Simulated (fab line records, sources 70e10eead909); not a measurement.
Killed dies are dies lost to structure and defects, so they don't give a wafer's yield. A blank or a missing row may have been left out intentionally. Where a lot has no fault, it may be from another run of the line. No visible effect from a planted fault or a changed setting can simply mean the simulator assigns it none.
Matching of chambers    flow nandHarc    NHARC_A_STAIRCASE_DEP_325 on pecvd-03: 3 sister chambers
The step deposits SiO2, target thk 7200 nm. 3 wafers are shown with their chamber, then 7 later ones without.

== WAFERS, EACH WITH ITS CHAMBER ==
wafer   chamber  heaterPowerW (W)
L080.5  2        599
L085.2  0        766
L085.3  1        688

== WAFERS MISSING THEIR CHAMBER ==
wafer   heaterPowerW (W)
L085.5  692
L090.1  714
L090.5  622
L090.6  698
L094.2  776
L094.4  608
L094.6  703

== EACH ONE'S CHAMBER ==
wafer    from the rows above       in truth
L085.5   1                         1
L090.1   can't be placed: 1 or 0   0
L090.5   2                         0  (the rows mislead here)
L090.6   1                         1
L094.2   0                         0
L094.4   2                         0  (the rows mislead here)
L094.6   1                         1
Correctly placed: 4 of 7. Unplaceable from these rows: 1, with the true chamber sitting among the candidates in 1. Placed wrongly: 2.
How it was worked out, from the rows above alone: a wafer's distance from a chamber is the root of the sum, over the readings, of the square of ((its reading less the chamber's mean) divided by the reading's scatter). If the next closest chamber is less than 2 further off than the closest, the wafer can't be placed; otherwise it belongs to the closest. A chamber's mean is the mean of its shown wafers. The scatter: root of mean squared gap, hidden wafer to nearest shown wafer, with one shown wafer a chamber.
